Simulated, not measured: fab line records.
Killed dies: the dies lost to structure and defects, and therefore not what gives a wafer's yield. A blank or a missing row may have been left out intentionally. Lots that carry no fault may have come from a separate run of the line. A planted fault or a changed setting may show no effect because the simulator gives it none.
fab line records | flow n5-finfet
record lots=7 | wafers=21
route steps=1938 shown SDB@360 HKMG_FIN@403 GATE_CUT@469 MOL_CONTACT_COAG@559 BEOL_M0_SAQP@652 BEOL_M1@753
start-h: the number of hours between the record's first day and the start of the first shown wafer of the lot | wait-h: hours since the lot's step before | " as in the row above | L1.1+2: one row covering several wafers at once | - value missing, or start not given | * or withheld: withheld | < > ~ a bound
route shown NAME@n: a module of which the file shows steps, and the number in the route of the first | usual: mean/standard deviation taken from wafers without a fault | same: alike in all rows | chamber/n: place in a boat | sites: per-site readings | _std_site: standard deviation across them | _edge_site: outer sites' mean less inner sites' | radius-mm: how far each site lies from the wafer's centre | mask NAME#n: copy n | behind: tool/chamber where the wafer was last shaped | hold: what put the lot on hold/how long, in hours/how the hold closed | device: the transistor (n, p or np) that didn't switch | end of line: at the end of the route, the tests of the same wafers | a step given without rows: its recipe and nothing more | killed: not the wafer's yield, but the dies lost to structure and defects at the first sort | map: a wafer's dies, marking killed ones x, the rest . and places with no die _
set.NAME: the run value of the setting; set.NAME@STEP: its run value at that earlier step | model.NAME: the simulator's own value behind a step, which no gauge read
lots run with intentionally changed settings; tables by step, rows by wafer
## steps
# step N5_SDB_ETCH_17
# recipe chemistry=CF4 | target=SiARC | target-depth-a=234 | mask-material=CAR-ArF | time-s=39 | ion-energy-ev=80 | pressure-mtorr=40 | source-w=545 | bias-w=36 | Ar_flow_sccm=100 | cf4-flow-sccm=100 | ends=cleared
# usual rf-vpp-V=183.6/1.4
lot.wafer | tool        | chamber | start-h | wait-h | set.bias-w | rf-vpp-V
L078.1    | rie-diel-03 | 0       | 90.44   | 0.0    | 36         | 182.6
L078.3    | "           | 2       | "       | "      | 36         | 184.1
L078.4    | "           | 1       | "       | "      | 31.53      | 167.9
L081.3    | rie-diel-05 | 0       | 110.53  | 0.0    | 36         | 182.6
L081.4    | "           | 3       | "       | "      | 36         | 183.2
L081.6    | "           | 2       | "       | "      | 36         | 184.1
L083.2    | rie-diel-03 | 0       | 119.10  | 0.0    | 36         | 183.7
L083.3    | "           | 3       | "       | "      | 30.88      | 163.9
L083.4    | "           | 0       | "       | "      | 30.88      | 166.9
L084.1    | rie-diel-05 | 3       | 128.10  | 0.0    | 36         | 183.9
L084.4    | "           | 0       | "       | "      | 36         | 183.6
L084.5    | "           | 1       | "       | "      | 39.28      | 192.8
L085.2    | rie-diel-05 | 2       | 135.42  | 0.0    | 36         | 185.5
L085.4    | "           | 3       | "       | "      | 36         | 183.9
L085.5    | "           | 1       | "       | "      | 39.32      | 194.0
L095.1    | rie-diel-05 | 3       | 200.19  | 0.0    | 36         | 185.5
L095.4    | "           | 1       | "       | "      | 36         | 183.2
L095.6    | "           | 3       | "       | "      | 36         | 184.0
L097.1    | rie-diel-03 | 2       | 206.05  | 0.0    | 36         | 183.7
L097.2    | "           | 3       | "       | "      | 41.51      | 200.0
L097.4    | "           | 1       | "       | "      | 41.51      | 201.5
# step N5_SDB_ETCH_18
# recipe chemistry=N2/H2 | target=SOC | target-depth-a=1000 | overetch-a=200 | mask-material=SiARC | temp-c=40 | time-s=150 | ion-energy-ev=200 | pressure-mtorr=30 | source-w=840 | bias-w=150 | n2-flow-sccm=200 | h2-flow-sccm=200
lot.wafer | tool        | chamber | start-h | wait-h | set.spin-rpm@SDB_COAT_03 | model.etch.depth-nm
L078.1+4  | rie-diel-03 | 0,1     | 90.48   | 0.0    | 1500                     | 100.1
L078.3    | "           | 2       | "       | "      | 1500                     | 100
L081.3    | rie-diel-05 | 0       | 110.57  | 0.0    | 1500                     | 99.87
L081.4    | "           | 3       | "       | "      | 1500                     | 100.2
L081.6    | "           | 2       | "       | "      | 1500                     | 99.63
L083.2    | rie-diel-03 | 0       | 119.14  | 0.0    | 1500                     | 100.5
L083.3    | "           | 3       | "       | "      | 1500                     | 100
L083.4    | "           | 0       | "       | "      | 1346                     | 105.7
L084.1    | rie-diel-05 | 3       | 128.13  | 0.0    | 1369                     | 104.4
L084.4    | "           | 0       | "       | "      | 1500                     | 100.2
L084.5    | "           | 1       | "       | "      | 1500                     | 100.1
L085.2    | rie-diel-05 | 2       | 135.46  | 0.0    | 1500                     | 99.86
L085.4    | "           | 3       | "       | "      | 1500                     | 99.72
L085.5    | "           | 1       | "       | "      | 1557                     | 97.86
L095.1    | rie-diel-05 | 3       | 200.22  | 0.0    | 1500                     | 100.1
L095.4    | "           | 1       | "       | "      | 1361                     | 105.2
L095.6    | "           | 3       | "       | "      | 1361                     | 105.4
L097.1    | rie-diel-03 | 2       | 206.08  | 0.0    | 1500                     | 100.2
L097.2    | "           | 3       | "       | "      | 1635                     | 95.47
L097.4    | "           | 1       | "       | "      | 1500                     | 100
# step N5_SDB_STRIP_19
# recipe chemistry=N2/H2 | temp-c=40 | n2-flow-sccm=200 | h2-flow-sccm=200 | rf-frequency-hz=6e+07
# step N5_SDB_STRIP_21
# recipe chemistry=CF4 | resist=SiARC | power-w=300 | bias-power-w=75 | pressure-mtorr=50 | cf4-flow-sccm=150 | rf-frequency-hz=6e+07
# step N5_SDB_HM_OPEN_20
# recipe chemistry=CH3F/O2 | target=SiNx | mask-material=SOC | target-depth-a=240 | stop-on=poly-Si | over-etch-frac=0.4 | ion-energy-ev=120 | pressure-mtorr=30 | source-w=395 | bias-w=73 | Ar_flow_sccm=150 | CH3F_flow_sccm=30 | O2_flow_sccm=20
lot.wafer | tool        | chamber | start-h | wait-h | set.spin-rpm@SDB_COAT_03 | model.SOC_of_SDB_COAT_03.thk-nm
L078.1    | rie-diel-03 | 0       | 90.64   | 0.0    | 1500                     | 84
L078.3    | "           | 2       | "       | "      | 1500                     | 84.2
L078.4    | "           | 1       | "       | "      | 1500                     | 84.4
L081.3    | rie-diel-05 | 0       | 110.73  | 0.0    | 1500                     | 84
L081.4    | "           | 3       | "       | "      | 1500                     | 84.4
L081.6    | "           | 2       | "       | "      | 1500                     | 83.4
L083.2    | rie-diel-03 | 0       | 119.30  | 0.0    | 1500                     | 84.4
L083.3    | "           | 3       | "       | "      | 1500                     | 84.8
L083.4    | "           | 0       | "       | "      | 1346                     | 89.4
L084.1    | rie-diel-05 | 3       | 128.29  | 0.0    | 1369                     | 88.4
L084.4    | "           | 0       | "       | "      | 1500                     | 84.2
L084.5    | "           | 1       | "       | "      | 1500                     | 84
L085.2+4  | rie-diel-05 | 2,3     | 135.61  | 0.0    | 1500                     | 83.6
L085.5    | "           | 1       | "       | "      | 1557                     | 82
L095.1    | rie-diel-05 | 3       | 200.38  | 0.0    | 1500                     | 84.2
L095.4    | "           | 1       | "       | "      | 1361                     | 89.2
L095.6    | "           | 3       | "       | "      | 1361                     | 89.4
L097.1+4  | rie-diel-03 | 2,1     | 206.24  | 0.0    | 1500                     | 84
L097.2    | "           | 3       | "       | "      | 1635                     | 79.8
# step N5_SDB_STRIP_22
# recipe chemistry=N2/H2 | power-w=1000 | temp-c=250 | h2-frac=0.65 | overash-fraction=0.3 | pressure-mtorr=withheld | n2-flow-sccm=1750 | h2-flow-sccm=3250
# usual strip-time-to-endpoint-s=96.4/0.42
lot.wafer | tool            | chamber | start-h | wait-h | set.spin-rpm@SDB_COAT_03 | strip-time-to-endpoint-s
L078.1    | plasma-asher-01 | 0       | 90.72   | 0.1    | 1500                     | 96.1
L078.3    | "               | 1       | "       | "      | 1500                     | 96.4
L078.4    | "               | 0       | "       | "      | 1500                     | 96.5
L081.3    | plasma-asher-02 | 0       | 110.85  | 0.1    | 1500                     | 96.1
L081.4    | "               | 1       | "       | "      | 1500                     | 96.6
L081.6    | "               | 1       | "       | "      | 1500                     | 95.6
L083.2    | plasma-asher-02 | 0       | 119.38  | 0.1    | 1500                     | 96.6
L083.3    | "               | 1       | "       | "      | 1500                     | 96.9
L083.4    | "               | 0       | "       | "      | 1346                     | 101.4
L084.1    | plasma-asher-02 | 0       | 128.37  | 0.1    | 1369                     | 100.4
L084.4    | "               | 0       | "       | "      | 1500                     | 96.4
L084.5    | "               | 0       | "       | "      | 1500                     | 96.1
L085.2    | plasma-asher-02 | 0       | 135.70  | 0.1    | 1500                     | 95.7
L085.4    | "               | 0       | "       | "      | 1500                     | 95.9
L085.5    | "               | 0       | "       | "      | 1557                     | 94.3
L095.1    | plasma-asher-02 | 1       | 200.46  | 0.1    | 1500                     | 96.5
L095.4    | "               | 1       | "       | "      | 1361                     | 101.1
L095.6    | "               | 1       | "       | "      | 1361                     | 101.3
L097.1    | plasma-asher-01 | 0       | 206.32  | 0.1    | 1500                     | 96.1
L097.2    | "               | 1       | "       | "      | 1635                     | 92.3
L097.4    | "               | 1       | "       | "      | 1500                     | 96.3
# step N5_HKMG_FIN_ETCH_55
# recipe chemistry=N2/H2 | target=SOC | target-depth-a=2400 | temp-c=40 | time-s=300 | ion-energy-ev=200 | mask-material=SiARC | pressure-mtorr=30 | source-w=840 | bias-w=150 | n2-flow-sccm=200 | h2-flow-sccm=200
lot.wafer | tool        | chamber | start-h | wait-h | set.time-s | model.etch.depth-nm | model.HKMG_FIN.feature-depth-nm | model.SiARC_of_HKMG_FIN_COAT_42.thk-nm
L078.1    | rie-diel-04 | 0       | 96.67   | 0.0    | 252.5      | 204                 | 204                             | 23.2
L078.3    | "           | 3       | "       | "      | 300        | 238.5               | 238.6                           | 21.8
L078.4    | "           | 1       | "       | "      | 252.5      | 208.4               | 208.4                           | 22.8
L081.3    | rie-diel-04 | 3       | 116.43  | 0.0    | 300        | 238.9               | 239                             | 21.8
L081.4    | "           | 2       | "       | "      | 300        | 235.4               | 235.4                           | 21.2
L081.6    | "           | 3       | "       | "      | 300        | 240                 | 240                             | 21.8
L083.2    | rie-diel-05 | 1       | 124.64  | 0.0    | 318.8      | 255.4               | 255.4                           | 20.6
L083.3    | "           | 0       | "       | "      | 300        | 236                 | 236                             | 21.6
L083.4    | "           | 3       | "       | "      | 318.8      | 258.5               | 258.4                           | 20.4
L084.1    | rie-diel-04 | 1       | 134.45  | 0.0    | 245        | 201                 | 201                             | 23.4
L084.4    | "           | 2       | "       | "      | 245        | 194.8               | 194.8                           | 23.8
L084.5    | "           | 2       | "       | "      | 300        | 236.8               | 236.8                           | 21.2
L085.2    | rie-diel-04 | 1       | 141.05  | 0.0    | 300        | 246.6               | 246.6                           | 20.8
L085.4    | "           | 0       | "       | "      | 300        | 241.4               | 241.4                           | 21.2
L085.5    | "           | 3       | "       | "      | 300        | 242.1               | 242                             | 21.6
L095.1    | rie-diel-04 | 0       | 205.71  | 0.0    | 328.5      | 260.7               | 260.8                           | 20
L095.4    | "           | 3       | "       | "      | 328.5      | 269.9               | 270                             | 20
L095.6    | "           | 1       | "       | "      | 328.5      | 266.6               | 266.6                           | 19.6
L097.1    | rie-diel-04 | 3       | 212.08  | 0.0    | 300        | 249                 | 249                             | 21
L097.2    | "           | 0       | "       | "      | 363.2      | 290.8               | 290.8                           | 18.2
L097.4    | "           | 1       | "       | "      | 363.2      | 294.1               | 294.2                           | 17.8
# step N5_GATE_CUT_ETCH_58
# recipe chemistry=CH3F/O2 | target=SiNx | target-depth-a=170 | time-s=128.6 | ion-energy-ev=50 | pressure-mtorr=30 | source-w=415 | bias-w=21 | Ar_flow_sccm=150 | CH3F_flow_sccm=30 | O2_flow_sccm=20
# usual rf-vpp-V=98.9/0.84
lot.wafer | tool        | chamber | start-h | wait-h | set.bias-w | rf-vpp-V | model.etch.depth-nm
L078.1    | rie-diel-02 | 3       | 104.95  | 0.0    | 21         | 99.4     | 17.44
L078.3    | "           | 2       | "       | "      | 21         | 99.6     | 16.58
L078.4    | "           | 0       | "       | "      | 21         | 99.7     | 17.33
L081.3    | rie-diel-06 | 1       | 124.56  | 0.1    | 21         | 99.4     | 16.87
L081.4    | "           | 0       | "       | "      | 21         | 97.1     | 16.85
L081.6    | "           | 0       | "       | "      | 21         | 100.1    | 16.88
L083.2    | rie-diel-01 | 2       | 133.03  | 0.0    | 21         | 98.7     | 16.96
L083.3    | "           | 3       | "       | "      | 21         | 98.1     | 16.99
L083.4    | "           | 3       | "       | "      | 21         | 97.2     | 17.08
L084.1    | rie-diel-06 | 1       | 142.78  | 0.3    | 21         | 99.5     | 16.97
L084.4    | "           | 3       | "       | "      | 18         | 89.4     | 15.91
L084.5    | "           | 0       | "       | "      | 21         | 98.4     | 16.84
L085.2    | rie-diel-06 | 2       | 149.40  | 0.1    | 21         | 98.6     | 17.27
L085.4    | "           | 0       | "       | "      | 23.68      | 108.6    | 17.91
L085.5    | "           | 0       | "       | "      | 21         | 99.0     | 17.11
L095.1    | rie-diel-06 | 2       | 213.98  | 0.1    | 19.7       | 95.2     | 16.59
L095.4    | "           | 0       | "       | "      | 19.7       | 93.3     | 16.75
L095.6    | "           | 3       | "       | "      | 21         | 100.0    | 17.05
L097.1    | rie-diel-06 | 3       | 220.02  | 0.1    | 21         | 99.7     | 17
L097.2    | "           | 2       | "       | "      | 17.57      | 88.3     | 16
L097.4    | "           | 0       | "       | "      | 17.57      | 87.7     | 16.05
# step N5_MOL_CONTACT_COAG_ALD_27
# recipe material=SiOC | target-thk-a=170 | temp-c=400 | ald-precursor-family=carbosiloxane | ald-co-reactant=H2-plasma | pulse-time-s=1.5 | time-s=2720 | purge-time-s=2 | co-reactant-purge-time-s=2 | ald-cycles=340 | pressure-torr=2
lot.wafer  | tool       | chamber | start-h | wait-h | set.ald-cycles | model.SiOC_of_MOL_CONTACT_COAG_ALD_27.thk-nm
L078.1     | ald-sin-04 | 2       | 119.29  | 0.0    | 340            | 17
L078.3     | "          | 3       | "       | "      | 293            | 14.8
L078.4     | "          | 1       | "       | "      | 293            | 14.6
L081.3+4+6 | ald-sin-02 | 3,1,0   | 140.45  | 0.0    | 340            | 17.2
L083.2+3   | ald-sin-02 | 0,3     | 146.34  | 0.0    | 312            | 15.6
L083.4     | "          | 1       | "       | "      | 340            | 17
L084.1+4   | ald-sin-04 | 3,2     | 157.94  | 0.0    | 340            | 17
L084.5     | "          | 1       | "       | "      | 340            | 16.8
L085.2+4+5 | ald-sin-01 | 0,3,1   | 162.89  | 0.0    | 340            | 17
L095.1+4   | ald-sin-02 | 1,3     | 228.63  | 0.0    | 340            | 17.2
L095.6     | "          | 0       | "       | "      | 323            | 16.4
L097.1+4   | ald-sin-04 | 2       | 235.62  | 0.0    | 395            | 19.8
L097.2     | "          | 1       | "       | "      | 340            | 17
# step N5_MOL_CONTACT_COAG_ETCH_91
# recipe chemistry=N2/H2 | target=SOC | target-depth-a=600 | overetch-a=210 | mask-material=SiARC | temp-c=40 | time-s=101.2 | ion-energy-ev=200 | pressure-mtorr=30 | source-w=840 | bias-w=150 | n2-flow-sccm=200 | h2-flow-sccm=200
lot.wafer | tool        | chamber | start-h | wait-h | set.time-s | model.SiARC_of_MOL_CONTACT_COAG_COAT_76.thk-nm
L078.1    | rie-diel-04 | 0       | 122.85  | 0.0    | 88.8       | 6.2
L078.3    | "           | 1       | "       | "      | 101.2      | 5.6
L078.4    | "           | 3       | "       | "      | 101.2      | 5.8
L081.3+4  | rie-diel-05 | 0,3     | 144.14  | 0.0    | 101.2      | 6
L081.6    | "           | 2       | "       | "      | 101.2      | 5.6
L083.2    | rie-diel-04 | 2       | 149.67  | 0.0    | 83.04      | 6.6
L083.3+4  | "           | 0,2     | "       | "      | 101.2      | 5.8
L084.1    | rie-diel-03 | 3       | 161.86  | 0.0    | 83.67      | 6.6
L084.4    | "           | 2       | "       | "      | 83.67      | 6.4
L084.5    | "           | 0       | "       | "      | 101.2      | 5.8
L085.2+4  | rie-diel-04 | 0       | 166.51  | 0.0    | 81.39      | 6.6
L085.5    | "           | 1       | "       | "      | 101.2      | 5.8
L095.1    | rie-diel-04 | 2       | 234.08  | 0.0    | 116.8      | 5
L095.4    | "           | 1       | "       | "      | 101.2      | 5.6
L095.6    | "           | 0       | "       | "      | 101.2      | 5.8
L097.1    | rie-diel-03 | 2       | 239.94  | 0.0    | 87.19      | 6.2
L097.2    | "           | 3       | "       | "      | 87.19      | 6.4
L097.4    | "           | 0       | "       | "      | 101.2      | 5.8
# step N5_BEOL_M0_SAQP_DESCUM_19
# recipe chemistry=O2 | time-s=7.9 | source-power-w=50 | bias-power-w=20 | pressure-mtorr=20 | rf-frequency-hz=2.712e+07 | temp-c=40 | resist=CAR-ArF | o2-flow-sccm=225
lot.wafer | tool        | chamber | start-h | wait-h | set.time-s | model.CAR-ArF_of_BEOL_M0_SAQP_COAT_08.thk-nm
L078.1+4  | rie-diel-01 | 1,2     | 129.96  | 0.1    | 9.357      | 83
L078.3    | "           | 2       | "       | "      | 7.9        | 84
L081.3+4  | rie-diel-01 | 3,1     | 151.51  | 0.0    | 7.9        | 83.4
L081.6    | "           | 3       | "       | "      | 7.9        | 83.6
L083.2+3  | rie-diel-02 | 0,2     | 158.36  | 0.0    | 7.9        | 83.4
L083.4    | "           | 1       | "       | "      | 7.9        | 83.2
L084.1    | rie-diel-06 | 3       | 169.68  | 0.0    | 6.734      | 84
L084.4    | "           | 1       | "       | "      | 6.734      | 84.4
L084.5    | "           | 0       | "       | "      | 7.9        | 83.6
L085.2    | rie-diel-01 | 2       | 174.75  | 0.0    | 7.9        | 83.8
L085.4+5  | "           | 1,3     | "       | "      | 6.481      | 84.8
L095.1    | rie-diel-01 | 0       | 241.64  | 0.0    | 7.9        | 83.4
L095.4    | "           | 1       | "       | "      | 6.929      | 84.4
L095.6    | "           | 0       | "       | "      | 7.9        | 83.6
L097.1+2  | rie-diel-02 | 3,1     | 249.09  | 0.3    | 7.9        | 83.4
L097.4    | "           | 2       | "       | "      | 7.9        | 83.8
# step N5_BEOL_M0_SAQP_ETCH_83
# recipe chemistry=CF4 | target=SiARC | target-depth-a=390 | mask-material=CAR-ArF | time-s=65 | ion-energy-ev=80 | pressure-mtorr=40 | source-w=545 | bias-w=36 | Ar_flow_sccm=100 | cf4-flow-sccm=100 | ends=cleared
lot.wafer | tool        | chamber | start-h | wait-h | set.time-s@BEOL_M0_SAQP_DESCUM_19 | model.CAR-ArF_of_BEOL_M0_SAQP_COAT_08.thk-nm
L078.1+4  | rie-diel-01 | 1,2     | 130.00  | 0.0    | 9.357                             | 55
L078.3    | "           | 2       | "       | "      | 7.9                               | 55.8
L081.3+6  | rie-diel-01 | 3       | 151.54  | 0.0    | 7.9                               | 55.6
L081.4    | "           | 1       | "       | "      | 7.9                               | 55.4
L083.2+4  | rie-diel-02 | 0,1     | 158.40  | 0.0    | 7.9                               | 55.4
L083.3    | "           | 2       | "       | "      | 7.9                               | 55.6
L084.1    | rie-diel-06 | 3       | 169.72  | 0.0    | 6.734                             | 56
L084.4    | "           | 1       | "       | "      | 6.734                             | 56.2
L084.5    | "           | 0       | "       | "      | 7.9                               | 55.6
L085.2    | rie-diel-01 | 2       | 174.78  | 0.0    | 7.9                               | 55.6
L085.4    | "           | 1       | "       | "      | 6.481                             | 56.8
L085.5    | "           | 3       | "       | "      | 6.481                             | 56.6
L095.1+6  | rie-diel-01 | 0       | 241.67  | 0.0    | 7.9                               | 55.4
L095.4    | "           | 1       | "       | "      | 6.929                             | 56.2
L097.1+2  | rie-diel-02 | 3,1     | 249.12  | 0.0    | 7.9                               | 55.6
L097.4    | "           | 2       | "       | "      | 7.9                               | 56
# step N5_BEOL_M0_SAQP_SPACER1_ALD_98
# recipe material=SiO2 | target-thk-a=128 | temp-c=300 | ald-precursor-family=BDEAS | ald-co-reactant=O2-plasma | pulse-time-s=1 | purge-time-s=2 | co-reactant-purge-time-s=2 | ald-cycles=138 | pressure-torr=2
lot.wafer  | tool       | chamber | start-h | wait-h | set.ald-cycles | model.SiO2_of_BEOL_M0_SAQP_SPACER1_ALD_98.thk-nm
L078.1+3   | ald-sin-01 | 1,0     | 130.85  | 0.3    | 150            | 14
L078.4     | "          | 3       | "       | "      | 138            | 12.8
L081.3     | ald-sin-04 | 1       | 152.40  | 0.1    | 138            | 13
L081.4+6   | "          | 3,2     | "       | "      | 138            | 12.8
L083.2+3   | ald-sin-03 | 2,1     | 159.25  | 0.3    | 138            | 12.8
L083.4     | "          | 3       | "       | "      | 124            | 11.6
L084.1+4+5 | ald-sin-04 | 0,1,0   | 170.60  | 0.3    | 152            | 14
L085.2     | ald-sin-03 | 2       | 175.64  | 0.3    | 116            | 10.8
L085.4+5   | "          | 0,2     | "       | "      | 138            | 12.8
L095.1+6   | ald-sin-01 | 1       | 242.53  | 0.3    | 138            | 12.8
L095.4     | "          | 2       | "       | "      | 129            | 12
L097.1     | ald-sin-03 | 2       | 251.02  | 1.2    | 158            | 14.6
L097.2+4   | "          | 1,0     | "       | "      | 138            | 12.8
# step N5_BEOL_M0_SAQP_SPACER1_ETCHBACK_99
# recipe chemistry=CHF3/O2 | mode=anisotropic-etchback | target=SiO2 | target-depth-a=154 | time-s=7.7 | pressure-mtorr=30 | source-w=650 | bias-w=170 | Ar_flow_sccm=200 | CHF3_flow_sccm=50 | O2_flow_sccm=5 | ion-energy-ev=200
# step N5_BEOL_M0_SAQP_MANDREL1_REMOVE_100
# recipe chemistry=HBr/Cl2/O2 | bt-time-s=10 | target=a-Si | stop-on=SiNx | endpoint=OES-SiCl | over-etch-frac=0.85 | icp-w=600 | bias-w=30 | HBr_flow_sccm=150 | Cl2_flow_sccm=80 | O2_flow_sccm=5 | pressure-mtorr=10
lot.wafer  | tool      | chamber | start-h | wait-h | set.ald-cycles@BEOL_M0_SAQP_SPACER1_ALD_98 | model.BEOL_M0_SAQP.cd-nm
L078.1+3   | rie-si-02 | 0,1     | 131.43  | 0.1    | 150                                        | 14
L078.4     | "         | 3       | "       | "      | 138                                        | 13
L081.3+4   | rie-si-02 | 2,3     | 152.96  | 0.1    | 138                                        | 13
L081.6     | "         | 3       | "       | "      | 138                                        | 12.8
L083.2+3   | rie-si-03 | 1,3     | 159.91  | 0.1    | 138                                        | 12.8
L083.4     | "         | 0       | "       | "      | 124                                        | 11.6
L084.1+4+5 | rie-si-02 | 1,2,2   | 171.16  | 0.1    | 152                                        | 14
L085.2     | rie-si-02 | 0       | 176.27  | 0.1    | 116                                        | 10.8
L085.4+5   | "         | 0,2     | "       | "      | 138                                        | 12.8
L095.1+6   | rie-si-03 | 3,0     | 243.09  | 0.1    | 138                                        | 12.6
L095.4     | "         | 1       | "       | "      | 129                                        | 12.2
L097.1     | rie-si-02 | 3       | 251.59  | 0.1    | 158                                        | 14.6
L097.2+4   | "         | 2,1     | "       | "      | 138                                        | 12.8
# step N5_BEOL_M0_SAQP_CD_MEAS_25
# recipe target-cd-nm=13.1 | landing-energy-ev=1000 | detector=se-inlens
# usual cd-nm=12.78/0.23
lot.wafer | tool      | chamber | start-h | wait-h | set.ald-cycles@BEOL_M0_SAQP_SPACER1_ALD_98 | cd-nm
L078.1    | cd-sem-03 | 0       | 131.54  | 0.1    | 150                                        | 14.19
L078.3    | "         | 0       | "       | "      | 150                                        | 13.88
L078.4    | "         | 0       | "       | "      | 138                                        | 12.98
L081.3    | cd-sem-01 | 0       | 153.08  | 0.1    | 138                                        | 13.01
L081.4    | "         | 0       | "       | "      | 138                                        | 12.75
L081.6    | "         | 0       | "       | "      | 138                                        | 13.00
L083.2    | cd-sem-01 | 0       | 160.02  | 0.1    | 138                                        | 12.79
L083.3    | "         | 0       | "       | "      | 138                                        | 12.77
L083.4    | "         | 0       | "       | "      | 124                                        | 11.67
L084.1    | cd-sem-03 | 0       | 171.27  | 0.1    | 152                                        | 14.38
L084.4    | "         | 0       | "       | "      | 152                                        | 13.83
L084.5    | "         | 0       | "       | "      | 152                                        | 14.16
L085.2    | cd-sem-01 | 0       | 176.38  | 0.1    | 116                                        | 11.28
L085.4    | "         | 0       | "       | "      | 138                                        | 13.35
L085.5    | "         | 0       | "       | "      | 138                                        | 12.87
L095.1    | cd-sem-03 | 0       | 243.20  | 0.1    | 138                                        | 12.86
L095.4    | "         | 0       | "       | "      | 129                                        | 12.22
L095.6    | "         | 0       | "       | "      | 138                                        | 12.49
L097.1    | cd-sem-02 | 0       | 251.70  | 0.1    | 158                                        | 14.59
L097.2    | "         | 0       | "       | "      | 138                                        | 12.96
L097.4    | "         | 0       | "       | "      | 138                                        | 12.95
# step N5_BEOL_M1_PECVD_72
# recipe material=SiO2 | target-thk-a=160 | temp-c=400 | precursor=TEOS/O2 | pressure-torr=5.5 | rf-w=450 | teos-flow-sccm=53.8 | gas=O2 | flow-sccm=3000 | time-s=18
lot.wafer | tool     | chamber | start-h | wait-h | set.temp-c | model.SiO2_of_BEOL_M1_PECVD_72.thk-nm
L078.1    | pecvd-03 | 0       | 143.99  | 0.0    | 400        | 15.8
L078.3    | "        | 1       | "       | "      | 416.5      | 14
L078.4    | "        | 0       | "       | "      | 400        | 16
L081.3    | pecvd-04 | 0       | 162.90  | 0.0    | 400        | 16
L081.4    | "        | 0       | "       | "      | 400        | 16.2
L081.6    | "        | 2       | "       | "      | 400        | 15.8
L083.2    | pecvd-04 | 0       | 169.50  | 0.0    | 400        | 16
L083.3    | "        | 1       | "       | "      | 409.7      | 14.6
L083.4    | "        | 0       | "       | "      | 409.7      | 15
L084.1    | pecvd-04 | 2       | 179.67  | 0.0    | 400        | 15.8
L084.4+5  | "        | 1,2     | "       | "      | 400        | 16.4
L085.2    | pecvd-04 | 0       | 185.13  | 0.0    | 417.6      | 14.4
L085.4    | "        | 0       | "       | "      | 417.6      | 14.6
L085.5    | "        | 1       | "       | "      | 400        | 16
L095.1    | pecvd-04 | 1       | 251.75  | 0.0    | 400        | 16
L095.4    | "        | 2       | "       | "      | 400        | 15.6
L095.6    | "        | 1       | "       | "      | 400        | 16.2
L097.1    | pecvd-03 | 2       | 263.26  | 0.0    | 400        | 16.2
L097.2    | "        | 1       | "       | "      | 400        | 16
L097.4    | "        | 0       | "       | "      | 400        | 16.4
## key
split step=N5_SDB_ETCH_17 | setting=bias-w | stated=36 | by=wafer
response step=N5_SDB_ETCH_17 | reading=rf-vpp-V | change=+1.16 | per=1% | r=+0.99
split step=N5_HKMG_FIN_ETCH_55 | setting=time-s | stated=300 | by=wafer
response step=N5_HKMG_FIN_ETCH_55 | reading=model.etch.depth-nm | change=+2.12 | per=1% | r=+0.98
response step=N5_HKMG_FIN_ETCH_55 | reading=model.HKMG_FIN.feature-depth-nm | change=+2.13 | per=1% | r=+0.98
response step=N5_HKMG_FIN_ETCH_55 | reading=model.SiARC_of_HKMG_FIN_COAT_42.thk-nm | change=-0.124 | per=1% | r=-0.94
split step=N5_GATE_CUT_ETCH_58 | setting=bias-w | stated=21 | by=wafer
response step=N5_GATE_CUT_ETCH_58 | reading=rf-vpp-V | change=+0.725 | per=1% | r=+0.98
response step=N5_GATE_CUT_ETCH_58 | reading=model.etch.depth-nm | change=+0.062 | per=1% | r=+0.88
split step=N5_MOL_CONTACT_COAG_ALD_27 | setting=ald-cycles | stated=340 | by=wafer
response step=N5_MOL_CONTACT_COAG_ALD_27 | reading=model.SiOC_of_MOL_CONTACT_COAG_ALD_27.thk-nm | change=+0.17 | per=1% | r=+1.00
split step=N5_MOL_CONTACT_COAG_ETCH_91 | setting=time-s | stated=101.2 | by=wafer
response step=N5_MOL_CONTACT_COAG_ETCH_91 | reading=model.SiARC_of_MOL_CONTACT_COAG_COAT_76.thk-nm | change=-0.0416 | per=1% | r=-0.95
split step=N5_BEOL_M0_SAQP_DESCUM_19 | setting=time-s | stated=7.9 | by=wafer
response step=N5_BEOL_M0_SAQP_DESCUM_19 | reading=model.CAR-ArF_of_BEOL_M0_SAQP_COAT_08.thk-nm | change=-0.0546 | per=1% | r=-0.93
response step=N5_BEOL_M0_SAQP_ETCH_83 | reading=model.CAR-ArF_of_BEOL_M0_SAQP_COAT_08.thk-nm | change=-0.0501 | per=1% | r=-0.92
split step=N5_BEOL_M0_SAQP_SPACER1_ALD_98 | setting=ald-cycles | stated=138 | by=wafer
response step=N5_BEOL_M0_SAQP_SPACER1_ALD_98 | reading=model.SiO2_of_BEOL_M0_SAQP_SPACER1_ALD_98.thk-nm | change=+0.125 | per=1% | r=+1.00
response step=N5_BEOL_M0_SAQP_MANDREL1_REMOVE_100 | reading=model.BEOL_M0_SAQP.cd-nm | change=+0.119 | per=1% | r=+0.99
response step=N5_BEOL_M0_SAQP_CD_MEAS_25 | reading=cd-nm | change=+0.111 | per=1% | r=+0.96
split step=N5_BEOL_M1_PECVD_72 | setting=temp-c | stated=400 | by=wafer
response step=N5_BEOL_M1_PECVD_72 | reading=model.SiO2_of_BEOL_M1_PECVD_72.thk-nm | change=-0.411 | per=1% | r=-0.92
split outside-this-file step=N5_SDB_COAT_03 setting=spin-rpm
# split outside-this-file: this setting was split too, and the file shows its column; the key of that split is in another file
